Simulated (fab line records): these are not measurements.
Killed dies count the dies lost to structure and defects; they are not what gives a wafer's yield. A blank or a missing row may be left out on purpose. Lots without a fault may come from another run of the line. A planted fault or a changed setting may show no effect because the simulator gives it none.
fab line records + flow n5-finfet
record
- lots=10
- wafers=29
- last-day=17
route steps=1938 shown MOL_CONTACT_COAG@530
lots untouched by any fault: they come from a run of this same line in which no faults occurred
start-h: start of the lot's first displayed wafer, in hours after the record's first day + wait-h: how many hours have passed since the lot's step before this one + " as in the row above + L1.1+2: a row that stands for several wafers + - value missing, or start not given + * or withheld: withheld + < > ~ a bound
route shown NAME@n: a module of which the file shows steps, and the number in the route of the first + usual: mean/standard deviation of fault-free wafers + same: alike in all rows + chamber/n: place in a boat + sites: each site's reading + _std_site: the values' standard deviation + _edge_site: mean of outer sites minus mean of inner sites + radius-mm: how far each site lies from the wafer's centre + mask NAME#n: copy n + behind: tool/chamber where the wafer was last shaped + hold: why the lot was held/for how many hours/how that ended + device: which transistor (n, p or np) failed to switch + end of line: the route-end tests of the same wafers + step lacking rows: just its recipe + killed: not the wafer's yield, but the dies lost to structure and defects at the first sort + map: dies across one wafer; x = killed, . = not, _ = none there
set.NAME: setting as actually run; set.NAME@STEP: the setting as run at that earlier step + model.NAME: the simulator's own value behind a step, which no gauge read
route steps across a sampled set of lots; one table per step, one row per wafer
services: the hour from which a tool's chamber was out of use, counted from the record's first day as start-h (under 0 if before that day), plus the number of hours and why
## steps
# step N5_MOL_CONTACT_COAG_ETCH_59
# recipe
- chemistry=N2/H2
- target=underlayer
- target-depth-a=130
- mask-material=CAR-EUV
- time-s=10.4
- ion-energy-ev=200
- pressure-mtorr=30
- source-w=840
- bias-w=150
- n2-flow-sccm=200
- h2-flow-sccm=200
- ends=cleared
# usual
- drypump-motor-current-A=5.8/0.49
- etch-rf-on-time-s=10.54/0.19
- n2-flow-sccm=200.0/0.64
- oes-product-au=0.64/0.057
- rf-vpp-V=524.6/2.4
- showerhead-plenum-p-Torr=2.57/0.08
- throttle-valve-pct=17.85/0.24
| lot.wafer | tool        | chamber | start-h | wait-h | drypump-motor-current-A | etch-rf-on-time-s | n2-flow-sccm | oes-product-au | rf-hours-counter-h | rf-vpp-V | showerhead-plenum-p-Torr | throttle-valve-pct |
|-----------|-------------|---------|---------|--------|-------------------------|-------------------|--------------|----------------|--------------------|----------|--------------------------|--------------------|
| L655.3    | rie-diel-03 | 1       | 92.14   | 0.0    | 5.7                     | 10.36             | 200.5        | 0.70           | 74                 | 528.8    | 2.67                     | 17.33              |
| L655.4    | "           | 2       | "       | "      | 6.6                     | 10.78             | 200.3        | 0.62           | 182                | 526.4    | 2.64                     | 18.19              |
| L655.5    | "           | 3       | "       | "      | 6.3                     | 10.37             | 200.5        | 0.70           | -                  | 521.6    | 2.45                     | 17.60              |
| L656.2    | rie-diel-01 | 0       | 105.47  | 0.0    | 5.5                     | 10.66             | 200.5        | 0.59           | 227                | 525.8    | 2.62                     | 17.63              |
| L656.4    | "           | 1       | "       | "      | 6.1                     | 10.78             | 199.9        | 0.62           | -                  | 520.8    | 2.43                     | 17.63              |
| L656.5    | "           | 3       | "       | "      | 5.1                     | 10.51             | 200.2        | 0.72           | -                  | 527.7    | 2.71                     | 17.61              |
| L659.2    | rie-diel-05 | 1       | 121.66  | 0.0    | 6.2                     | 10.18             | 200.3        | 0.61           | 220                | 524.1    | 2.51                     | 17.99              |
| L659.3    | "           | 2       | "       | "      | 6.3                     | 10.49             | 200.3        | 0.62           | 174                | 523.3    | 2.54                     | 17.99              |
| L659.6    | "           | 2       | "       | "      | 6.3                     | 10.48             | 200.0        | 0.61           | -                  | 522.9    | 2.54                     | 18.01              |
| L661.1    | rie-diel-05 | 2       | 133.38  | 0.0    | 6.3                     | 10.62             | 200.0        | 0.61           | 179                | 522.4    | 2.54                     | 18.01              |
| L661.3    | "           | 1       | "       | "      | 6.2                     | 10.36             | 199.7        | 0.62           | 224                | 523.5    | 2.51                     | 17.99              |
| L661.6    | "           | 0       | "       | "      | 5.2                     | 10.63             | 200.2        | 0.61           | -                  | 526.0    | 2.62                     | 17.93              |
| L663.1    | rie-diel-01 | 1       | 144.69  | 0.0    | 6.1                     | 10.67             | 200.0        | 0.61           | 185                | 519.3    | 2.43                     | 17.67              |
| L663.3    | "           | 3       | "       | "      | 5.1                     | 10.56             | 200.2        | 0.69           | 49                 | 528.2    | 2.70                     | 17.65              |
| L663.4    | "           | 2       | "       | "      | 5.3                     | 10.28             | 200.6        | 0.71           | 61                 | 526.9    | 2.69                     | 17.60              |
| L665.3    | rie-diel-05 | 1       | 163.21  | 0.0    | 6.2                     | 10.46             | 200.2        | 0.60           | 237                | 523.3    | 2.50                     | 18.00              |
| L665.4    | "           | 2       | "       | "      | 6.3                     | 10.72             | 200.2        | 0.60           | 190                | 523.6    | 2.53                     | 18.03              |
| L665.6    | "           | 3       | "       | "      | 5.3                     | 10.75             | 199.5        | 0.62           | -                  | 522.0    | 2.54                     | 18.01              |
| L666.2    | rie-diel-05 | 0       | 167.54  | 0.0    | 5.2                     | 10.86             | 200.0        | 0.60           | 216                | 526.6    | 2.62                     | 17.96              |
| L666.4    | "           | 1       | "       | "      | 6.2                     | 10.51             | 199.7        | 0.60           | 238                | 523.4    | 2.50                     | 18.02              |
| L666.5    | "           | 0       | "       | "      | 5.2                     | 10.79             | 200.2        | 0.60           | -                  | 526.1    | 2.62                     | 17.95              |
| L670.1    | rie-diel-03 | 1       | 185.98  | 0.0    | 5.7                     | 10.32             | 200.1        | 0.68           | 104                | 529.9    | 2.66                     | 17.38              |
| L670.2    | "           | 3       | "       | "      | 6.3                     | 10.32             | 200.0        | 0.67           | 130                | 520.8    | 2.44                     | 17.65              |
| L670.6    | "           | 0       | "       | "      | 6.3                     | 10.17             | 199.3        | 0.78           | -                  | 524.7    | 2.48                     | 17.62              |
| L672.2    | rie-diel-05 | 0       | 194.48  | 0.0    | 5.2                     | 10.82             | 200.1        | 0.60           | 226                | 526.8    | 2.61                     | 17.97              |
| L672.3    | "           | 1       | "       | "      | 6.2                     | 10.41             | 200.2        | 0.59           | 247                | 523.4    | 2.50                     | 18.02              |
| L677.4    | rie-diel-05 | 3       | 224.24  | 0.0    | 5.3                     | 10.83             | 199.9        | 0.60           | 207                | 523.2    | 2.53                     | 18.06              |
| L677.5    | "           | 1       | "       | "      | 6.2                     | 10.35             | 200.4        | 0.82           | -                  | 522.6    | 2.50                     | 17.63              |
| L677.6    | "           | 0       | "       | "      | 5.2                     | 10.73             | 200.5        | 0.59           | -                  | 527.4    | 2.61                     | 17.97              |
# step N5_MOL_CONTACT_COAG_ETCH_15
# recipe
- chemistry=CH3F/O2
- target=SiNx
- target-depth-a=70
- mask-material=SOC
- stop-on=Si:P
- over-etch-frac=0.75
- ion-energy-ev=120
- pressure-mtorr=30
- source-w=395
- bias-w=73
- Ar_flow_sccm=150
- CH3F_flow_sccm=30
- O2_flow_sccm=20
# usual
- drypump-motor-current-A=5.8/0.49
- oes_o_777_au=0.75/0.065
- oes-product-au=0.55/0.045
- rf-vpp-V=295.5/2.3
- showerhead-plenum-p-Torr=2.02/0.063
- throttle-valve-pct=16.33/0.21
# same
- over-etch-frac=0.75
| lot.wafer | tool        | chamber | start-h | wait-h | drypump-motor-current-A | oes_o_777_au | oes-product-au | rf-hours-counter-h | rf-vpp-V | showerhead-plenum-p-Torr | throttle-valve-pct |
|-----------|-------------|---------|---------|--------|-------------------------|--------------|----------------|--------------------|----------|--------------------------|--------------------|
| L655.3    | rie-diel-03 | 1       | 92.32   | 0.0    | 5.7                     | 0.82         | 0.61           | 74                 | 296.8    | 2.12                     | 15.97              |
| L655.4    | "           | 2       | "       | "      | 6.6                     | 0.72         | 0.53           | 182                | 297.5    | 2.07                     | 16.59              |
| L655.5    | "           | 3       | "       | "      | 6.3                     | 0.81         | 0.59           | -                  | 294.9    | 1.93                     | 16.18              |
| L656.2    | rie-diel-01 | 0       | 105.65  | 0.0    | 5.5                     | 0.70         | 0.52           | 227                | 298.5    | 2.05                     | 16.16              |
| L656.4    | "           | 1       | "       | "      | 6.1                     | 0.73         | 0.54           | -                  | 294.4    | 1.92                     | 16.21              |
| L656.5    | "           | 3       | "       | "      | 5.1                     | 0.84         | 0.61           | -                  | 298.5    | 2.12                     | 15.95              |
| L659.2    | rie-diel-05 | 1       | 121.84  | 0.0    | 6.2                     | 0.73         | 0.52           | 220                | 295.3    | 1.97                     | 16.41              |
| L659.3    | "           | 2       | "       | "      | 6.3                     | 0.72         | 0.53           | 174                | 292.1    | 2.00                     | 16.47              |
| L659.6    | "           | 2       | "       | "      | 6.3                     | 0.72         | 0.54           | -                  | 292.9    | 2.00                     | 16.47              |
| L661.1    | rie-diel-05 | 2       | 133.56  | 0.0    | 6.3                     | 0.73         | 0.53           | 179                | 294.2    | 2.00                     | 16.46              |
| L661.3    | "           | 1       | "       | "      | 6.1                     | 0.72         | 0.53           | 224                | 294.5    | 1.97                     | 16.41              |
| L661.6    | "           | 0       | "       | "      | 5.2                     | 0.72         | 0.53           | -                  | 296.4    | 2.06                     | 16.41              |
| L663.1    | rie-diel-01 | 1       | 144.87  | 0.0    | 6.1                     | 0.71         | 0.54           | 185                | 295.1    | 1.91                     | 16.27              |
| L663.3    | "           | 3       | "       | "      | 5.1                     | 0.82         | 0.61           | 50                 | 298.3    | 2.11                     | 15.98              |
| L663.4    | "           | 2       | "       | "      | 5.4                     | 0.84         | 0.61           | 61                 | 299.5    | 2.12                     | 16.06              |
| L665.3    | rie-diel-05 | 1       | 163.39  | 0.0    | 6.2                     | 0.71         | 0.51           | 237                | 294.0    | 1.97                     | 16.44              |
| L665.4    | "           | 2       | "       | "      | 6.3                     | 0.72         | 0.51           | 190                | 292.7    | 1.99                     | 16.49              |
| L665.6    | "           | 3       | "       | "      | 5.4                     | 0.72         | 0.54           | -                  | 294.6    | 1.99                     | 16.50              |
| L666.2    | rie-diel-05 | 0       | 167.72  | 0.0    | 5.2                     | 0.72         | 0.53           | 216                | 295.7    | 2.06                     | 16.44              |
| L666.4    | "           | 1       | "       | "      | 6.1                     | 0.71         | 0.52           | 238                | 294.4    | 1.96                     | 16.44              |
| L666.5    | "           | 0       | "       | "      | 5.2                     | 0.72         | 0.53           | -                  | 296.1    | 2.06                     | 16.44              |
| L670.1    | rie-diel-03 | 1       | 186.17  | 0.0    | 5.6                     | 0.79         | 0.58           | 104                | 297.3    | 2.11                     | 16.04              |
| L670.2    | "           | 3       | "       | "      | 6.3                     | 0.79         | 0.57           | 130                | 295.2    | 1.93                     | 16.24              |
| L670.6    | "           | 0       | "       | "      | 6.3                     | 0.92         | 0.65           | -                  | 291.8    | 1.95                     | 16.16              |
| L672.2    | rie-diel-05 | 0       | 194.67  | 0.0    | 5.2                     | 0.71         | 0.52           | 226                | 297.7    | 2.06                     | 16.45              |
| L672.3    | "           | 1       | "       | "      | 6.1                     | 0.71         | 0.52           | 247                | 296.2    | 1.96                     | 16.46              |
| L677.4    | rie-diel-05 | 3       | 224.42  | 0.0    | 5.4                     | 0.70         | 0.53           | 208                | 293.2    | 1.98                     | 16.53              |
| L677.5    | "           | 1       | "       | "      | 6.2                     | 0.97         | 0.71           | -                  | 294.3    | 1.96                     | 16.01              |
| L677.6    | "           | 0       | "       | "      | 5.2                     | 0.70         | 0.52           | -                  | 297.6    | 2.05                     | 16.49              |
# step N5_MOL_CONTACT_COAG_ALD_20
# recipe
- material=TiN
- target-thk-a=15
- temp-c=400
- ald-precursor-family=TiCl4
- ald-co-reactant=NH3
- pulse-time-s=1
- purge-time-s=3
- co-reactant-purge-time-s=2
- co-reactant-pulse-time-s=2
- ald-cycles=68
- pressure-torr=3
# usual
- ald-cycles=68/0
- chamber-pressure-Torr=3.000/0.0064
- heater-power-outer-w=530/55
- heater-power-w=881/80
- precursor-pulse-height-rel=1.001/0.018
| lot.wafer | tool         | chamber | start-h | wait-h | ald-cycles | chamber-pressure-Torr | heater-power-outer-w | heater-power-w | precursor-pulse-height-rel |
|-----------|--------------|---------|---------|--------|------------|-----------------------|----------------------|----------------|----------------------------|
| L655.3    | ald-metal-01 | 2       | 93.65   | 0.1    | 68         | 2.992                 | 471                  | 759            | 0.960                      |
| L655.4    | "            | 1       | "       | "      | 68         | 2.991                 | 490                  | 915            | 0.985                      |
| L655.5    | "            | 1       | "       | "      | 68         | 2.996                 | 502                  | 871            | 0.992                      |
| L656.2    | ald-metal-03 | 2       | 106.48  | 0.1    | 68         | 3.000                 | 448                  | 785            | 0.994                      |
| L656.4    | "            | 3       | "       | "      | 68         | 3.003                 | 530                  | 873            | 1.003                      |
| L656.5    | "            | 1       | "       | "      | 68         | 2.997                 | 567                  | 965            | 0.970                      |
| L659.2    | ald-metal-03 | 2       | 123.24  | 0.1    | 68         | 3.005                 | 444                  | 804            | 1.011                      |
| L659.3    | "            | 3       | "       | "      | 68         | 2.996                 | 524                  | 851            | 1.002                      |
| L659.6    | "            | 0       | "       | "      | 68         | 2.997                 | 545                  | 902            | 1.035                      |
| L661.1    | ald-metal-04 | 2       | 134.34  | 0.1    | 68         | 2.995                 | 687                  | 998            | 0.969                      |
| L661.3    | "            | 3       | "       | "      | 68         | 2.986                 | 519                  | 892            | 0.973                      |
| L661.6    | "            | 3       | "       | "      | 68         | 2.994                 | 518                  | 884            | 1.022                      |
| L663.1    | ald-metal-01 | 0       | 145.80  | 0.1    | 68         | 3.006                 | 588                  | 991            | 1.006                      |
| L663.3    | "            | 2       | "       | "      | 68         | 3.008                 | 469                  | 778            | 0.999                      |
| L663.4    | "            | 1       | "       | "      | 68         | 3.002                 | 502                  | 893            | 0.997                      |
| L665.3    | ald-metal-03 | 0       | 164.82  | 0.1    | 68         | 3.008                 | 540                  | 887            | 0.994                      |
| L665.4    | "            | 1       | "       | "      | 68         | 2.999                 | 564                  | 947            | 1.016                      |
| L665.6    | "            | 0       | "       | "      | 68         | 3.001                 | 548                  | 927            | 0.990                      |
| L666.2    | ald-metal-04 | 1       | 170.35  | 0.1    | 68         | 3.002                 | 588                  | 982            | 0.993                      |
| L666.4    | "            | 2       | "       | "      | 68         | 3.006                 | 674                  | 1033           | 0.957                      |
| L666.5    | "            | 1       | "       | "      | 68         | 2.996                 | 613                  | 944            | 0.992                      |
| L670.1    | ald-metal-01 | 1       | 186.96  | 0.1    | 68         | 3.011                 | 512                  | 897            | 0.988                      |
| L670.2    | "            | 2       | "       | "      | 68         | 3.002                 | 484                  | 784            | 1.009                      |
| L670.6    | "            | 1       | "       | "      | 68         | 3.009                 | 507                  | 889            | 0.987                      |
| L672.2    | ald-metal-01 | 0       | 196.40  | 0.1    | 68         | 3.000                 | 598                  | 1014           | 1.004                      |
| L672.3    | "            | 1       | "       | "      | 68         | 3.002                 | 514                  | 886            | 1.006                      |
| L677.4    | ald-metal-03 | 0       | 226.13  | 0.1    | 68         | 2.988                 | 562                  | 901            | 1.015                      |
| L677.5    | "            | 1       | "       | "      | 68         | 3.002                 | 554                  | 963            | 1.003                      |
| L677.6    | "            | 0       | "       | "      | 68         | 3.000                 | 549                  | 911            | 1.018                      |
# step N5_MOL_CONTACT_COAG_ALD_27
# recipe
- material=SiOC
- target-thk-a=170
- temp-c=400
- ald-precursor-family=carbosiloxane
- ald-co-reactant=H2-plasma
- pulse-time-s=1.5
- time-s=2720
- purge-time-s=2
- co-reactant-purge-time-s=2
- ald-cycles=340
- pressure-torr=2
# usual
- ald-cycles=340/0
- chamber-pressure-Torr=2.000/0.0045
- heater-power-outer-w=540/64
- heater-power-w=874/92
- precursor-pulse-height-rel=1.000/0.019
- run-length-s=2769.8/0.57
- time-s=2720/0
| lot.wafer | tool       | chamber | start-h | wait-h | ald-cycles | chamber-pressure-Torr | heater-power-outer-w | heater-power-w | precursor-pulse-height-rel | run-length-s | time-s |
|-----------|------------|---------|---------|--------|------------|-----------------------|----------------------|----------------|----------------------------|--------------|--------|
| L655.3    | ald-sin-02 | 1       | 100.47  | 2.9    | 340        | 2.007                 | 493                  | 831            | 0.992                      | 2770.1       | 2720   |
| L655.4    | "          | 2       | "       | "      | 340        | 1.991                 | 681                  | 1093           | 0.977                      | 2770.7       | 2720   |
| L655.5    | "          | 2       | "       | "      | 340        | 2.002                 | 672                  | 1053           | 0.998                      | 2770.2       | 2720   |
| L656.2    | ald-sin-02 | 1       | 111.08  | 0.8    | 340        | 2.005                 | 493                  | 841            | 1.007                      | 2769.5       | 2720   |
| L656.4    | "          | 0       | "       | "      | 340        | 1.991                 | 480                  | 811            | 1.018                      | 2769.5       | 2720   |
| L656.5    | "          | 0       | "       | "      | 340        | 2.000                 | 470                  | 816            | 1.007                      | 2769.4       | 2720   |
| L659.2    | ald-sin-03 | 3       | 127.60  | 0.0    | 340        | 2.004                 | 486                  | 787            | 0.976                      | 2768.8       | 2720   |
| L659.3    | "          | 0       | "       | "      | 340        | 1.997                 | 543                  | 918            | 1.004                      | 2770.4       | 2720   |
| L659.6    | "          | 0       | "       | "      | 340        | 1.998                 | 545                  | 894            | 1.031                      | 2770.9       | 2720   |
| L661.1    | ald-sin-03 | 3       | 141.20  | 1.4    | 340        | 2.002                 | 483                  | 798            | 0.965                      | 2769.2       | 2720   |
| L661.3    | "          | 2       | "       | "      | 340        | 2.002                 | 589                  | 949            | 1.002                      | 2770.3       | 2720   |
| L661.6    | "          | 3       | "       | "      | 340        | 2.010                 | 488                  | 792            | 1.032                      | 2769.5       | 2720   |
| L663.1    | ald-sin-02 | 0       | 151.27  | 0.3    | 340        | 1.995                 | 470                  | 810            | 1.020                      | 2769.3       | 2720   |
| L663.3    | "          | 1       | "       | "      | 340        | 1.999                 | 493                  | 831            | 0.951                      | 2769.7       | 2720   |
| L663.4    | "          | 2       | "       | "      | 340        | 2.000                 | 665                  | 1058           | 0.996                      | 2770.1       | 2720   |
| L665.3    | ald-sin-02 | 1       | 171.99  | 0.3    | 340        | 2.000                 | 495                  | 850            | 0.992                      | 2769.7       | 2720   |
| L665.4    | "          | 0       | "       | "      | 340        | 1.993                 | 477                  | 797            | 1.008                      | 2769.7       | 2720   |
| L665.6    | "          | 0       | "       | "      | 340        | 2.000                 | 467                  | 806            | 0.988                      | 2769.4       | 2720   |
| L666.2    | ald-sin-02 | 1       | 175.91  | 0.0    | 304        | 1.989                 | 499                  | 815            | 0.989                      | 2482.2       | 2432   |
| L666.4    | "          | 3       | "       | "      | 340        | 1.998                 | 543                  | 834            | 0.998                      | 2769.4       | 2720   |
| L666.5    | "          | 2       | "       | "      | 340        | 1.998                 | 680                  | 1055           | 0.998                      | 2770.3       | 2720   |
| L670.1    | ald-sin-02 | 3       | 191.97  | 0.2    | 340        | 1.998                 | 549                  | 852            | 0.969                      | 2769.2       | 2720   |
| L670.2    | "          | 2       | "       | "      | 304        | 1.993                 | 677                  | 1093           | 0.989                      | 2483.2       | 2432   |
| L670.6    | "          | 3       | "       | "      | 340        | 2.002                 | 543                  | 852            | 0.996                      | 2769.4       | 2720   |
| L672.2    | ald-sin-02 | 0       | 201.70  | 0.0    | 304        | 1.999                 | 484                  | 820            | 0.973                      | 2481.6       | 2432   |
| L672.3    | "          | 2       | "       | "      | 304        | 2.013                 | 685                  | 1088           | 1.016                      | 2483.3       | 2432   |
| L677.4    | ald-sin-04 | 1       | 232.14  | 0.0    | 340        | 2.003                 | 519                  | 851            | 1.010                      | 2769.5       | 2720   |
| L677.5    | "          | 2       | "       | "      | 340        | 1.995                 | 486                  | 832            | 1.002                      | 2769.6       | 2720   |
| L677.6    | "          | 3       | "       | "      | 340        | 1.994                 | 497                  | 695            | 1.002                      | 2769.8       | 2720   |
## services
| tool         | chamber | start-h | hours | kind                          |
|--------------|---------|---------|-------|-------------------------------|
| ald-metal-01 | -       | 75.99   | 0.4   | repair                        |
| ald-metal-04 | -       | 80.04   | 2.8   | pm                            |
| ald-sin-03   | 1       | 80.39   | 3.1   | repair                        |
| ald-sin-02   | -       | 85.37   | 14.0  | pm                            |
| ald-sin-02   | 0       | 85.37   | 14.0  | vent-cycle                    |
| ald-sin-04   | 2       | 89.23   | 13.0  | repair                        |
| rie-diel-03  | -       | 94.92   | 10.0  | pm                            |
| rie-diel-03  | 3       | 109.32  | 3.6   | repair                        |
| ald-metal-03 | 1       | 118.23  | 13.4  | repair                        |
| ald-metal-01 | 2       | 120.69  | 8.2   | repair                        |
| ald-metal-03 | 3       | 124.07  | 6.5   | repair                        |
| ald-metal-04 | -       | 125.66  | 0.7   | repair                        |
| rie-diel-03  | 2       | 134.14  | 4.8   | repair                        |
| ald-sin-04   | -       | 153.72  | 1.1   | repair                        |
| ald-metal-01 | -       | 164.27  | 8.7   | pm                            |
| ald-metal-03 | -       | 165.16  | 8.7   | pm                            |
| ald-metal-04 | 2       | 171.51  | 8.3   | repair                        |
| ald-sin-04   | -       | 176.75  | 14.0  | pm                            |
| ald-metal-03 | -       | 200.61  | 0.4   | repair                        |
| rie-diel-05  | 1       | 202.25  | -     | clean                         |
| rie-diel-05  | 1       | 202.25  | -     | consumable-replace:focus-ring |
| rie-diel-05  | 1       | 202.25  | 14.5  | scheduled-down                |
| rie-diel-05  | 1       | 202.25  | 14.5  | vent-cycle                    |
| rie-diel-01  | 0       | 225.59  | 5.0   | repair                        |
## key
first-sign
- step=N5_MOL_CONTACT_COAG_ALD_27
- reading=ald-cycles
- direction=down
- sigmas=99+
- usual=*
- struck=*
effect
- step=N5_MOL_CONTACT_COAG_ALD_27
- reading=time-s
- direction=down
- sigmas=99+
- usual=*
- struck=*
met-at N5_MOL_CONTACT_COAG_ALD_27
struck-lots L666,L670,L672
struck-wafers L666.2,L670.2,L672.2,L672.3
rows-end L672.2,L672.3
not-acting-at N5_MOL_CONTACT_COAG_ETCH_59,N5_MOL_CONTACT_COAG_ETCH_15,N5_MOL_CONTACT_COAG_ALD_20
onset-between 171.99 175.91
fault
- kind=process-parameter-drift
- tool=ald-sin-02
- chamber=-
- onset-h=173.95
- steps=N5_MOL_CONTACT_COAG_ALD_27
- channel=ald-cycles
- offset=*
- shape=step
- end-h=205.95
- scope=struck-wafers-only
- acts-in=*
- stated=*
# rows-end: these wafers met a further fault down the route, and their rows from its step on are left out
